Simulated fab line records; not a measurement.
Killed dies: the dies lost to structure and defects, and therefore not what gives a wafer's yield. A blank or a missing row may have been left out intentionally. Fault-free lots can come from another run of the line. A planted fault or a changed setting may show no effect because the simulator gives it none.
Matching of chambers -- flow nand-harc -- 3 sister chambers for NHARC_A_M0_PRE_CLEAN_31 on pecvd-02
The step time 12 s. 16 wafers are shown with their chamber, then 8 later ones without.

## EACH WAFER AND ITS CHAMBER
wafer,chamber,heater-power-w (W),rf-fwd-power-W (W)
L074.2,2,692,292.3
L074.3,0,589,293.4
L074.6,0,596,293.5
L075.2,1,592,291.6
L075.4,2,612,293.5
L075.5,1,577,290.6
L076.2,1,576,293.6
L076.5,1,563,292.6
L076.6,2,689,293.9
L078.1,1,579,292.6
L078.2,2,684,293.9
L078.4,1,593,292.9
L083.2,0,691,291.8
L083.5,0,698,291.0
L083.6,2,631,292.4
L087.2,2,711,294.1

SIGNATURES, as means of the wafers listed above
reading,chamber 0,chamber 1,chamber 2,scatter within a chamber
heater-power-w,643.50,580.00,669.83,37.9
rf-fwd-power-W,292.425,292.317,293.350,1.01
Rule: for a wafer and a chamber, the distance is found by dividing, reading by reading, the gap between the wafer's reading and the chamber's mean by the reading's scatter, squaring, summing and taking the root. If the next closest chamber is less than 2 further off than the closest, the wafer can't be placed; otherwise it belongs to the closest. The scatter: take each reading less its chamber's mean, square it, sum over the shown wafers, divide by the number of wafers less the number of chambers, and take the root.

## WAFERS MISSING THEIR CHAMBER
wafer,heater-power-w (W),rf-fwd-power-W (W)
L087.3,516,290.3
L087.4,722,293.3
L091.2,555,292.8
L091.3,630,292.6
L091.4,618,293.2
L094.2,731,289.7
L094.4,629,293.6
L094.5,575,292.0

## EACH ONE'S CHAMBER
wafer,from the rows above,in truth
L087.3,can't be placed: 1 or 0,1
L087.4,can't be placed: 2 or 0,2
L091.2,can't be placed: 1 or 0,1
L091.3,can't be placed: 0 or 2 or 1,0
L091.4,can't be placed: 0 or 1 or 2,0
L094.2,can't be placed: 0 or 2 or 1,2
L094.4,can't be placed: 2 or 0 or 1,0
L094.5,can't be placed: 1 or 0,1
Placed correctly: 0 of 8. These rows do not allow placing 8 (true chamber among the candidates in 8). 0 placed wrongly.
